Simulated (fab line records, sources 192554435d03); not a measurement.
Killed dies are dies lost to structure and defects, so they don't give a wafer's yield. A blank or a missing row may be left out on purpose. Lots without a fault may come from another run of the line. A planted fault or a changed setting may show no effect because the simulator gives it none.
fab line records | flow n5_finfet
record lots=24 wafers=72 last_day=18
route steps=1938 shown START@1 ZERO_LAYER@4 WELL_APT@45 PMOS_HMC_CHANNEL_EPI@68
lots that met no fault: from a run of the same line without faults
start_h: hours from the record's first day to the start of the lot's first wafer shown | wait_h: hours since the lot's step before | " the same as in the row above | L1.1+2: a row that stands for several wafers | - no value, or no start given | * or withheld: withheld | < > ~ a bound
route shown NAME@n: a module of which the file shows steps, and the number in the route of the first | usual: mean/standard deviation of fault-free wafers | same: alike in all rows | chamber/n: place in a boat | sites: the reading at each site | _std_site: their standard deviation | _edge_site: outer sites' mean less inner sites' | radius_mm: how far each site lies from the wafer's centre | mask NAME#n: copy n | behind: the tool/chamber that last shaped the wafer | hold: why the lot was held/for how many hours/how that ended | device: the transistor (n, p or np) that didn't switch | end of line: the same wafers' tests at the end of the route | a step without rows: its recipe alone | killed: dies lost to structure and defects at the first sort, not the wafer's yield | map: a wafer's dies, x killed, . not, _ none there
set.NAME: the setting as run; set.NAME@STEP: as run at that earlier step | model.NAME: the simulator's own value behind a step, which no gauge read
steps of the route over a sample of lots; a table a step, a row a wafer
services: from which hour (start_h, from the record's first day; less than 0 if before it) a tool's chamber was out of use, for how many hours, and why
## steps
# step N5_START_INSPECT_01
# recipe inspect_instrument=unpatterned_scan mode=incoming
# usual raw_defect_count=5.9/2.4
# columns lot.wafer tool chamber start_h wait_h raw_defect_count
L074.2 defect_inspect-01 - 12.03 - 3
L074.3 " - " " 6
L074.6 " - " " 5
L075.1 defect_inspect-01 - 18.03 - 5
L075.2 " - " " 9
L075.3 " - " " 10
L076.1 defect_inspect-02 - 24.03 - 3
L076.3 " - " " 3
L076.4 " - " " 3
L077.2 defect_inspect-01 - 30.03 - 2
L077.3 " - " " 6
L077.4 " - " " 7
L078.1 defect_inspect-02 - 36.03 - 5
L078.2 " - " " 6
L078.5 " - " " 4
L079.2 defect_inspect-02 - 42.03 - 5
L079.4 " - " " 4
L079.5 " - " " 6
L080.1 defect_inspect-01 - 48.03 - 5
L080.3 " - " " 4
L080.5 " - " " 8
L081.2 defect_inspect-02 - 54.03 - 7
L081.3 " - " " 7
L081.6 " - " " 7
L082.3 defect_inspect-01 - 60.03 - 6
L082.4 " - " " 9
L082.5 " - " " 7
L083.3 defect_inspect-02 - 66.03 - 4
L083.5 " - " " 3
L083.6 " - " " 8
L084.2 defect_inspect-01 - 72.03 - 0
L084.5 " - " " 4
L084.6 " - " " 6
L085.3 defect_inspect-02 - 78.04 - 10
L085.4 " - " " 5
L085.6 " - " " 7
L086.1 defect_inspect-01 - 84.03 - 6
L086.3 " - " " 4
L086.5 " - " " 12
L087.2 defect_inspect-02 - 90.03 - 9
L087.4 " - " " 6
L087.5 " - " " 6
L088.1 defect_inspect-02 - 96.03 - 5
L088.2 " - " " 5
L088.4 " - " " 5
L089.1 defect_inspect-01 - 102.03 - 10
L089.5 " - " " 6
L089.6 " - " " 11
L090.3 defect_inspect-01 - 108.03 - 8
L090.5 " - " " 6
L090.6 " - " " 5
L091.1 defect_inspect-01 - 114.03 - 4
L091.4 " - " " 5
L091.5 " - " " 7
L092.4 defect_inspect-02 - 120.04 - 6
L092.5 " - " " 6
L092.6 " - " " 9
L093.2 defect_inspect-02 - 126.03 - 7
L093.3 " - " " 6
L093.4 " - " " 4
L094.1 defect_inspect-02 - 132.03 - 5
L094.4 " - " " 8
L094.5 " - " " 5
L095.2 defect_inspect-02 - 138.03 - 6
L095.4 " - " " 11
L095.6 " - " " 8
L096.1 defect_inspect-02 - 144.03 - 5
L096.5 " - " " 4
L096.6 " - " " 6
L097.1 defect_inspect-02 - 150.03 - 7
L097.3 " - " " 8
L097.5 " - " " 8
# step N5_ZERO_LAYER_PECVD_02
# recipe material=SiO2 target_thk_a=100 temp_c=400 precursor=SiH4/N2O pressure_torr=0.75 rf_w=275 time_s=6
# usual heater_power_w=770/90 showerhead_plenum_p_Torr=8.23/0.1 susceptor_temp_C=399.95/0.21
# same time_s=6
# columns lot.wafer tool chamber start_h wait_h heater_power_w showerhead_plenum_p_Torr susceptor_temp_C
L074.2 pecvd-02 2 12.28 0.0 773 8.17 399.73
L074.3 " 1 " " 736 8.31 400.16
L074.6 " 1 " " 741 8.30 400.19
L075.1 pecvd-03 0 18.28 0.0 701 8.21 399.83
L075.2 " 1 " " 824 8.28 399.66
L075.3 " 2 " " 652 8.30 400.17
L076.1 pecvd-03 0 24.28 0.0 711 8.23 399.89
L076.3 " 2 " " 584 8.29 400.39
L076.4 " 1 " " 829 8.30 399.92
L077.2 pecvd-02 0 30.28 0.0 907 8.31 399.82
L077.3 " 0 " " 893 8.32 400.20
L077.4 " 1 " " 661 8.32 399.91
L078.1 pecvd-03 0 36.28 0.0 706 8.23 400.05
L078.2 " 2 " " 693 8.29 400.28
L078.5 " 1 " " 860 8.28 399.83
L079.2 pecvd-02 0 42.28 0.0 898 8.32 399.77
L079.4 " 1 " " 647 8.27 400.08
L079.5 " 1 " " 649 8.33 400.06
L080.1 pecvd-02 0 48.28 0.0 820 8.29 400.07
L080.3 " 0 " " 793 8.32 400.03
L080.5 " 0 " " 820 8.29 400.10
L081.2 pecvd-03 2 54.30 0.0 631 8.26 400.03
L081.3 " 0 " " 726 8.26 399.57
L081.6 " 1 " " 868 8.28 400.06
L082.3 pecvd-02 0 60.28 0.0 801 8.32 399.94
L082.4 " 1 " " 648 8.33 399.96
L082.5 " 0 " " 813 8.31 400.08
L083.3 pecvd-04 2 66.30 0.0 897 7.96 400.10
L083.5 " 1 " " 750 8.11 399.88
L083.6 " 0 " " 716 8.10 399.97
L084.2 pecvd-02 0 72.28 0.0 884 8.31 400.10
L084.5 " 1 " " 634 8.31 399.83
L084.6 " 2 " " 826 8.14 399.78
L085.3 pecvd-04 0 78.30 0.0 677 8.12 399.65
L085.4 " 1 " " 886 8.11 399.94
L085.6 " 0 " " 685 8.11 399.64
L086.1 pecvd-04 0 84.28 0.0 712 8.12 399.94
L086.3 " 2 " " 770 7.98 399.72
L086.5 " 0 " " 731 8.11 399.75
L087.2 pecvd-02 0 90.28 0.0 850 8.32 399.32
L087.4 " 0 " " 882 8.32 399.51
L087.5 " 2 " " 733 8.11 399.81
L088.1 pecvd-04 2 96.28 0.0 920 7.97 399.72
L088.2 " 1 " " 856 8.12 399.91
L088.4 " 2 " " 907 7.95 399.90
L089.1 pecvd-03 1 102.30 0.0 881 8.27 399.57
L089.5 " 0 " " 667 8.22 400.40
L089.6 " 2 " " 718 8.29 400.19
L090.3 pecvd-03 0 108.32 0.0 745 8.22 399.87
L090.5 " 1 " " 845 8.29 399.64
L090.6 " 0 " " 756 8.24 399.87
L091.1 pecvd-02 2 114.34 0.0 825 8.12 400.21
L091.4 " 2 " " 832 8.12 400.56
L091.5 " 0 " " 898 8.32 399.63
L092.4 pecvd-03 2 120.32 0.1 640 8.29 400.20
L092.5 " 0 " " 692 8.23 399.64
L092.6 " 1 " " 858 8.27 400.02
L093.2 pecvd-04 2 126.29 0.0 801 7.99 399.98
L093.3 " 0 " " 729 8.10 399.72
L093.4 " 0 " " 749 8.11 399.96
L094.1 pecvd-02 0 132.30 0.0 918 8.33 400.13
L094.4 " 0 " " 949 8.31 399.81
L094.5 " 2 " " 759 8.12 400.06
L095.2 pecvd-02 2 138.28 0.0 718 8.11 400.11
L095.4 " 2 " " 720 8.12 400.28
L095.6 " 0 " " 881 8.32 400.34
L096.1 pecvd-02 2 144.47 0.0 711 8.15 400.18
L096.5 " 1 " " 726 8.34 399.82
L096.6 " 2 " " 695 8.14 399.85
L097.1 pecvd-03 2 150.31 0.0 697 8.30 399.61
L097.3 " 1 " " 838 8.26 399.79
L097.5 " 1 " " 871 8.30 399.94
# step N5_ZERO_LAYER_STRIP_24
# recipe chemistry=O2 power_w=1000 temp_c=250 overash_fraction=0.3 pressure_mtorr=1000 o2_flow_sccm=6750
# usual drypump_motor_current_A=5.89/0.14 heater_power_w=344/23 oes_product_au=0.647/0.0049 strip_time_to_endpoint_s=43.86/0.093
# columns lot.wafer tool chamber start_h wait_h drypump_motor_current_A heater_power_w oes_product_au rf_hours_counter_h strip_time_to_endpoint_s
L074.2 plasma_asher-01 0 13.03 0.1 5.96 328 0.649 77 43.78
L074.3 " 1 " " 5.97 379 0.641 - 43.79
L074.6 " 0 " " 5.96 327 0.643 - 43.70
L075.1 plasma_asher-01 1 18.89 0.1 6.01 381 0.644 79 43.99
L075.2 " 0 " " 5.99 330 0.643 79 43.98
L075.3 " 1 " " 5.97 373 0.638 - 44.10
L076.1 plasma_asher-01 1 25.02 0.1 5.97 384 0.645 80 43.87
L076.3 " 0 " " 5.97 320 0.647 - 43.84
L076.4 " 1 " " 5.96 381 0.647 - 43.89
L077.2 plasma_asher-01 0 31.54 0.1 5.99 315 0.648 81 43.94
L077.3 " 1 " " 5.98 378 0.641 - 43.89
L077.4 " 0 " " 5.99 329 0.644 - 43.98
L078.1 plasma_asher-02 0 36.89 0.1 5.67 343 0.650 28 43.91
L078.2 " 1 " " 5.85 328 0.644 28 43.89
L078.5 " 1 " " 5.88 318 0.652 - 43.80
L079.2 plasma_asher-01 1 42.92 0.1 5.97 383 0.647 84 43.80
L079.4 " 0 " " 5.98 322 0.655 - 43.89
L079.5 " 1 " " 5.97 373 0.643 - 43.90
L080.1 plasma_asher-02 0 48.97 0.1 5.64 353 0.659 30 43.90
L080.3 " 0 " " 5.64 340 0.648 - 43.85
L080.5 " 1 " " 5.89 323 0.654 - 43.91
L081.2 plasma_asher-02 1 55.03 0.1 5.89 322 0.645 31 43.87
L081.3 " 0 " " 5.64 343 0.646 - 43.84
L081.6 " 0 " " 5.63 340 0.638 - 43.85
L082.3 plasma_asher-01 1 60.91 0.1 5.99 374 0.652 - 43.84
L082.4 " 0 " " 5.98 329 0.649 - 43.87
L082.5 " 1 " " 5.99 387 0.646 - 43.86
L083.3 plasma_asher-01 1 67.18 0.1 5.97 381 0.652 - 43.99
L083.5 " 0 " " 5.97 325 0.644 - 44.02
L083.6 " 1 " " 5.98 384 0.646 - 43.97
L084.2 plasma_asher-01 0 73.06 0.1 5.96 329 0.642 92 43.83
L084.5 " 1 " " 5.96 372 0.654 - 43.91
L084.6 " 0 " " 5.97 322 0.646 - 43.86
L085.3 plasma_asher-02 1 78.97 0.1 5.94 329 0.648 - 43.93
L085.4 " 0 " " 5.62 343 0.658 - 44.07
L085.6 " 0 " " 5.62 343 0.652 - 43.96
L086.1 plasma_asher-02 1 85.02 0.1 5.90 318 0.651 34 43.82
L086.3 " 1 " " 5.93 323 0.641 - 43.87
L086.5 " 1 " " 5.91 326 0.648 - 43.85
L087.2 plasma_asher-02 0 91.11 0.2 5.63 351 0.646 36 44.01
L087.4 " 1 " " 5.90 323 0.646 - 43.98
L087.5 " 1 " " 5.89 328 0.643 - 43.98
L088.1 plasma_asher-01 1 97.02 0.1 6.00 380 0.642 97 43.80
L088.2 " 0 " " 5.97 330 0.647 97 43.88
L088.4 " 1 " " 6.00 376 0.653 - 43.83
L089.1 plasma_asher-02 0 102.95 0.1 5.65 342 0.644 38 43.84
L089.5 " 0 " " 5.67 345 0.646 - 43.93
L089.6 " 1 " " 5.89 326 0.633 - 43.81
L090.3 plasma_asher-02 1 109.13 0.1 5.91 330 0.656 - 43.82
L090.5 " 0 " " 5.63 350 0.651 - 43.84
L090.6 " 1 " " 5.91 321 0.649 - 43.84
L091.1 plasma_asher-02 1 115.08 0.1 5.91 315 0.648 41 43.82
L091.4 " 0 " " 5.66 349 0.647 - 43.75
L091.5 " 1 " " 5.91 319 0.646 - 43.79
L092.4 plasma_asher-01 0 120.93 0.1 6.00 327 0.640 - 43.77
L092.5 " 0 " " 5.99 328 0.645 - 43.75
L092.6 " 1 " " 5.98 367 0.644 - 43.82
L093.2 plasma_asher-01 0 126.96 0.1 5.98 326 0.642 104 43.81
L093.3 " 0 " " 5.97 323 0.637 - 43.75
L093.4 " 1 " " 6.01 386 0.647 - 43.77
L094.1 plasma_asher-02 1 132.91 0.1 5.92 312 0.647 44 43.88
L094.4 " 1 " " 5.94 317 0.649 - 43.84
L094.5 " 1 " " 5.90 328 0.641 - 43.89
L095.2 plasma_asher-02 0 138.89 0.1 5.60 359 0.642 45 43.70
L095.4 " 1 " " 5.89 317 0.654 - 43.72
L095.6 " 1 " " 5.88 322 0.648 - 43.69
L096.1 plasma_asher-01 0 145.20 0.1 5.97 328 0.648 108 43.82
L096.5 " 1 " " 5.97 385 0.636 - 43.82
L096.6 " 0 " " 5.96 319 0.641 - 43.81
L097.1 plasma_asher-01 1 151.02 0.1 5.99 380 0.655 109 43.84
L097.3 " 1 " " 5.99 382 0.643 - 43.84
L097.5 " 0 " " 5.98 336 0.642 - 43.92
# step N5_WELL_APT_INSPECT_27
# recipe mode=adi inspect_instrument=macro
# usual raw_defect_count=2.0/1.4
# columns lot.wafer tool chamber start_h wait_h raw_defect_count
L074.2 defect_inspect-01 - 14.99 0.0 3
L074.3 " - " " 1
L074.6 " - " " 5
L075.1 defect_inspect-01 - 20.86 0.0 4
L075.2 " - " " 1
L075.3 " - " " 3
L076.1 defect_inspect-01 - 27.55 0.0 1
L076.3 " - " " 2
L076.4 " - " " 1
L077.2 defect_inspect-01 - 33.70 0.0 0
L077.3 " - " " 1
L077.4 " - " " 3
L078.1 defect_inspect-01 - 38.97 0.0 3
L078.2 " - " " 3
L078.5 " - " " 4
L079.2 defect_inspect-02 - 45.22 0.0 1
L079.4 " - " " 1
L079.5 " - " " 4
L080.1 defect_inspect-01 - 51.02 0.0 1
L080.3 " - " " 2
L080.5 " - " " 2
L081.2 defect_inspect-01 - 57.14 0.0 2
L081.3 " - " " 1
L081.6 " - " " 0
L082.3 defect_inspect-01 - 63.39 0.0 1
L082.4 " - " " 6
L082.5 " - " " 1
L083.3 defect_inspect-01 - 69.17 0.0 4
L083.5 " - " " 0
L083.6 " - " " 3
L084.2 defect_inspect-02 - 75.31 0.0 5
L084.5 " - " " 0
L084.6 " - " " 1
L085.3 defect_inspect-01 - 81.68 0.0 6
L085.4 " - " " 3
L085.6 " - " " 4
L086.1 defect_inspect-02 - 87.49 0.0 3
L086.3 " - " " 1
L086.5 " - " " 3
L087.2 defect_inspect-02 - 93.27 0.0 4
L087.4 " - " " 1
L087.5 " - " " 0
L088.1 defect_inspect-02 - 98.99 0.0 1
L088.2 " - " " 1
L088.4 " - " " 3
L089.1 defect_inspect-02 - 105.32 0.0 3
L089.5 " - " " 1
L089.6 " - " " 2
L090.3 defect_inspect-01 - 111.24 0.0 3
L090.5 " - " " 0
L090.6 " - " " 4
L091.1 defect_inspect-02 - 117.19 0.0 4
L091.4 " - " " 2
L091.5 " - " " 2
L092.4 defect_inspect-02 - 123.07 0.0 5
L092.5 " - " " 0
L092.6 " - " " 1
L093.2 defect_inspect-02 - 128.92 0.0 4
L093.3 " - " " 1
L093.4 " - " " 4
L094.1 defect_inspect-01 - 135.08 0.0 2
L094.4 " - " " 1
L094.5 " - " " 2
L095.2 defect_inspect-01 - 141.55 0.0 0
L095.4 " - " " 2
L095.6 " - " " 2
L096.1 defect_inspect-01 - 147.17 0.0 3
L096.5 " - " " 2
L096.6 " - " " 3
L097.1 defect_inspect-02 - 153.01 0.0 2
L097.3 " - " " 1
L097.5 " - " " 0
# step N5_PMOS_HMC_CHANNEL_EPI_DESCUM_14
# recipe chemistry=O2 time_s=7.9 source_power_w=50 bias_power_w=20 pressure_mtorr=20 rf_frequency_hz=2.712e+07 temp_c=40 resist=CAR-ArF-block o2_flow_sccm=225
# usual bias_power_w=20.01/0.064 drypump_motor_current_A=5.7/0.4 oes_product_au=0.78/0.093 rf_vpp_V=243.3/1.3 showerhead_plenum_p_Torr=2.10/0.061 throttle_valve_pct=20.50/0.26
# same time_s=7.9
# columns lot.wafer tool chamber start_h wait_h bias_power_w drypump_motor_current_A oes_product_au rf_hours_counter_h rf_vpp_V showerhead_plenum_p_Torr throttle_valve_pct
L074.2 rie_diel-04 2 17.48 0.0 20.01 6.5 0.67 242 242.6 2.07 20.95
L074.3 " 3 " " 19.99 5.1 0.79 132 243.0 2.10 20.69
L074.6 " 1 " " 19.99 5.9 0.72 - 243.7 2.16 20.40
L075.1 rie_diel-05 0 23.47 0.0 19.97 6.0 0.76 149 245.6 2.18 20.78
L075.2 " 3 " " 19.95 5.7 0.90 36 241.3 2.05 20.13
L075.3 " 2 " " 19.89 5.1 1.01 0 243.3 2.13 20.20
L076.1 rie_diel-05 3 29.99 0.3 20.04 5.7 0.90 38 242.6 2.05 20.12
L076.3 " 1 " " 20.03 5.5 0.75 141 242.5 2.01 20.50
L076.4 " 0 " " 19.98 6.0 0.76 151 244.9 2.18 20.78
L077.2 rie_diel-05 2 36.27 0.0 19.96 5.1 0.98 4 244.1 2.13 20.21
L077.3 " 3 " " 20.05 5.6 0.90 40 243.0 2.05 20.13
L077.4 " 1 " " 20.03 5.5 0.75 143 242.7 2.01 20.51
L078.1 rie_diel-06 0 41.29 0.0 19.99 5.8 0.73 200 243.8 2.16 20.23
L078.2 " 2 " " 19.94 5.9 0.75 158 242.6 2.18 20.45
L078.5 " 0 " " 19.94 5.7 0.73 - 244.1 2.16 20.26
L079.2 rie_diel-05 2 47.45 0.0 20.02 5.1 0.96 7 244.5 2.13 20.21
L079.4 " 3 " " 19.97 5.7 0.89 43 241.3 2.05 20.14
L079.5 " 1 " " 20.00 5.5 0.74 - 242.4 2.01 20.54
L080.1 rie_diel-04 2 53.22 0.0 20.02 6.5 0.66 256 242.4 2.07 20.97
L080.3 " 1 " " 20.14 5.9 0.72 183 243.6 2.16 20.41
L080.5 " 2 " " 20.10 6.5 0.66 - 242.1 2.07 20.96
L081.2 rie_diel-04 0 59.61 0.4 19.97 5.6 0.90 15 243.3 2.06 20.46
L081.3 " 2 " " 19.96 6.5 0.66 259 242.0 2.06 20.97
L081.6 " 2 " " 19.94 6.5 0.67 - 243.0 2.07 20.97
L082.3 rie_diel-05 3 65.65 0.0 20.07 5.6 0.87 50 243.0 2.04 20.16
L082.4 " 0 " " 20.05 5.9 0.74 162 245.1 2.17 20.78
L082.5 " 0 " " 20.01 6.0 0.74 - 245.8 2.17 20.81
L083.3 rie_diel-04 0 71.61 0.0 20.04 5.6 0.89 21 242.9 2.06 20.47
L083.5 " 1 " " 20.01 5.9 0.71 - 244.8 2.16 20.42
L083.6 " 2 " " 19.96 6.5 0.67 - 242.1 2.06 20.96
L084.2 rie_diel-04 2 78.57 0.4 19.92 6.6 0.66 268 242.2 2.06 20.99
L084.5 " 1 " " 20.03 5.9 0.71 - 244.6 2.16 20.41
L084.6 " 2 " " 20.01 6.5 0.66 - 243.0 2.06 20.98
L085.3 rie_diel-05 2 84.24 0.0 19.95 5.0 0.92 19 244.4 2.13 20.22
L085.4 " 3 " " 19.87 5.6 0.86 - 241.5 2.04 20.17
L085.6 " 0 " " 20.11 6.0 0.75 - 243.2 2.17 20.80
L086.1 rie_diel-06 0 89.87 0.2 19.97 5.8 0.71 214 244.5 2.15 20.27
L086.3 " 2 " " 19.97 5.9 0.73 173 243.9 2.17 20.47
L086.5 " 0 " " 20.04 5.7 0.72 - 244.3 2.16 20.28
L087.2 rie_diel-05 0 95.35 0.0 20.01 5.9 0.74 171 244.7 2.17 20.80
L087.4 " 3 " " 19.96 5.6 0.86 60 241.7 2.04 20.16
L087.5 " 2 " " 19.96 5.1 0.91 - 244.2 2.13 20.22
L088.1 rie_diel-04 0 101.98 0.4 19.86 5.6 0.87 32 242.9 2.05 20.47
L088.2 " 1 " " 20.03 5.9 0.70 204 243.9 2.15 20.45
L088.4 " 1 " " 20.04 5.9 0.70 - 244.1 2.15 20.45
L089.1 rie_diel-06 1 107.59 0.0 19.94 5.8 0.76 129 242.5 2.02 20.63
L089.5 " 3 " " 20.00 5.2 0.77 - 243.4 2.19 20.20
L089.6 " 0 " " 20.02 5.7 0.71 - 246.2 2.15 20.30
L090.3 rie_diel-05 2 113.66 0.0 20.04 5.1 0.91 30 244.7 2.12 20.23
L090.5 " 2 " " 20.02 5.1 0.91 - 243.6 2.12 20.23
L090.6 " 1 " " 20.04 5.5 0.73 - 241.5 2.00 20.53
L091.1 rie_diel-04 2 120.26 0.0 20.01 6.5 0.65 285 243.3 2.06 21.00
L091.4 " 0 " " 20.11 5.6 0.86 - 242.6 2.05 20.49
L091.5 " 1 " " 20.03 5.9 0.69 - 244.1 2.15 20.46
L092.4 rie_diel-05 1 125.60 0.0 19.99 5.5 0.72 168 241.8 2.00 20.55
L092.5 " 2 " " 20.06 5.1 0.91 - 244.1 2.12 20.24
L092.6 " 1 " " 20.01 5.5 0.72 - 241.3 2.00 20.54
L093.2 rie_diel-06 1 131.45 0.0 20.00 5.8 0.75 137 240.7 2.02 20.64
L093.3 " 0 " " 20.05 5.7 0.71 227 243.7 2.15 20.31
L093.4 " 2 " " 20.11 5.9 0.73 185 245.6 2.17 20.50
L094.1 rie_diel-04 1 137.53 0.4 19.99 5.9 0.69 219 245.8 2.15 20.48
L094.4 " 1 " " 20.08 5.9 0.69 - 244.7 2.15 20.45
L094.5 " 0 " " 20.01 5.6 0.85 - 242.2 2.05 20.49
L095.2 rie_diel-04 0 144.42 0.0 19.95 5.6 0.84 49 242.3 2.05 20.52
L095.4 " 0 " " 19.99 5.6 0.85 - 242.9 2.05 20.51
L095.6 " 1 " " 19.96 5.9 0.69 - 243.9 2.15 20.48
L096.1 rie_diel-06 2 149.85 0.0 20.16 5.9 0.72 192 244.0 2.17 20.50
L096.5 " 2 " " 20.09 5.9 0.72 - 244.8 2.17 20.50
L096.6 " 3 " " 19.99 5.2 0.76 - 244.2 2.18 20.21
L097.1 rie_diel-06 0 155.30 0.0 19.92 5.7 0.70 234 245.4 2.15 20.30
L097.3 " 2 " " 20.07 6.0 0.72 193 244.2 2.17 20.51
L097.5 " 2 " " 20.14 6.0 0.73 - 245.3 2.17 20.52
# step N5_PMOS_HMC_CHANNEL_EPI_EPI_26
# recipe material=Si target_thk_a=38 temp_c=650 precursor=SiH4/H2 pressure_torr=20 time_s=22.7
# usual susceptor_temp_C=650.01/0.27 throttle_valve_pct=11.4/0.42
# same time_s=22.7
# columns lot.wafer tool chamber start_h wait_h susceptor_temp_C throttle_valve_pct
L074.2 epi_rpcvd-02 0 20.31 0.1 649.93 11.1
L074.3 " 0 " " 649.88 11.1
L074.6 " 0 " " 649.78 10.9
L075.1 epi_rpcvd-02 0 26.23 0.0 650.56 11.1
L075.2 " 0 " " 650.20 10.9
L075.3 " 0 " " 649.88 11.0
L076.1 epi_rpcvd-02 0 32.76 0.0 650.09 11.0
L076.3 " 0 " " 650.28 10.8
L076.4 " 0 " " 650.14 10.8
L077.2 epi_rpcvd-02 0 39.08 0.1 649.89 11.0
L077.3 " 0 " " 650.02 11.1
L077.4 " 0 " " 650.00 11.0
L078.1 epi_rpcvd-04 0 43.65 0.0 649.55 11.8
L078.2 " 0 " " 649.28 11.8
L078.5 " 0 " " 650.21 11.9
L079.2 epi_rpcvd-01 0 49.92 0.1 650.01 11.5
L079.4 " 0 " " 649.72 11.0
L079.5 " 0 " " 650.26 11.4
L080.1 epi_rpcvd-01 0 56.00 0.0 650.09 11.5
L080.3 " 0 " " 650.18 11.6
L080.5 " 0 " " 650.18 11.4
L081.2 epi_rpcvd-04 0 62.05 0.1 649.74 11.7
L081.3 " 0 " " 649.68 11.8
L081.6 " 0 " " 649.65 11.8
L082.3 epi_rpcvd-04 0 68.12 0.1 650.36 11.9
L082.4 " 0 " " 649.95 11.9
L082.5 " 0 " " 650.38 11.9
L083.3 epi_rpcvd-01 0 74.09 0.1 649.77 11.3
L083.5 " 0 " " 650.06 11.2
L083.6 " 0 " " 650.22 11.4
L084.2 epi_rpcvd-02 0 80.99 0.1 650.03 10.8
L084.5 " 0 " " 649.85 11.0
L084.6 " 0 " " 650.65 10.7
L085.3 epi_rpcvd-04 0 86.73 0.1 650.22 11.9
L085.4 " 0 " " 649.90 11.9
L085.6 " 0 " " 650.40 12.0
L086.1 epi_rpcvd-02 0 92.24 0.0 650.05 11.0
L086.3 " 0 " " 650.18 10.8
L086.5 " 0 " " 649.98 11.0
L087.2 epi_rpcvd-04 0 97.84 0.1 650.12 11.8
L087.4 " 0 " " 649.82 12.1
L087.5 " 0 " " 650.07 11.8
L088.1 epi_rpcvd-02 0 104.36 0.0 649.69 11.1
L088.2 " 0 " " 649.55 10.9
L088.4 " 0 " " 650.18 11.0
L089.1 epi_rpcvd-04 0 109.96 0.0 650.12 12.1
L089.5 " 0 " " 649.81 11.6
L089.6 " 0 " " 650.09 11.8
L090.3 epi_rpcvd-01 0 116.17 0.1 649.99 11.3
L090.5 " 0 " " 650.14 11.4
L090.6 " 0 " " 650.35 11.1
L091.1 epi_rpcvd-02 0 122.69 0.0 650.32 10.9
L091.4 " 0 " " 649.94 11.2
L091.5 " 0 " " 650.51 11.1
L092.4 epi_rpcvd-04 0 128.15 0.2 649.84 11.9
L092.5 " 0 " " 649.94 11.9
L092.6 " 0 " " 650.06 11.8
L093.2 epi_rpcvd-04 0 133.87 0.1 650.05 11.6
L093.3 " 0 " " 650.53 11.9
L093.4 " 0 " " 649.76 11.6
L094.1 epi_rpcvd-02 0 139.91 0.0 649.91 10.7
L094.4 " 0 " " 649.54 10.6
L094.5 " 0 " " 650.14 10.7
L095.2 epi_rpcvd-04 0 147.05 0.1 650.00 11.6
L095.4 " 0 " " 649.82 11.8
L095.6 " 0 " " 650.16 11.8
L096.1 epi_rpcvd-04 0 152.22 0.0 649.96 11.6
L096.5 " 0 " " 649.82 11.7
L096.6 " 0 " " 649.73 11.7
L097.1 epi_rpcvd-01 0 157.68 0.0 649.84 11.5
L097.3 " 0 " " 649.81 11.3
L097.5 " 0 " " 649.43 11.3
## services
# columns tool chamber start_h hours kind
pecvd-02 - -7.96 1.1 repair
rie_diel-05 1 -5.24 9.4 repair
rie_diel-04 - 11.16 2.8 pm
rie_diel-04 0 14.81 8.2 repair
pecvd-02 2 21.12 - clean
pecvd-02 2 21.12 - consumable_replace:showerhead
pecvd-02 2 21.12 29.0 scheduled_down
pecvd-02 2 21.12 29.0 vent_cycle
rie_diel-04 3 21.27 132.0 repair
epi_rpcvd-02 - 37.61 0.5 pm
rie_diel-06 - 58.10 2.8 pm
plasma_asher-02 - 61.55 14.6 pm
epi_rpcvd-02 - 69.64 1.3 repair
rie_diel-06 3 81.36 10.5 repair
rie_diel-04 0 85.45 2.4 repair
rie_diel-05 0 105.22 2.4 repair
epi_rpcvd-02 - 118.56 4.1 repair
plasma_asher-01 - 132.90 0.6 repair
epi_rpcvd-04 - 138.19 8.1 pm
plasma_asher-02 - 139.38 4.3 pm
rie_diel-05 0 149.24 2.4 repair
rie_diel-04 0 150.26 5.2 repair
epi_rpcvd-02 - 151.05 1.2 repair
pecvd-04 - 154.32 2.8 pm
## key
fault none
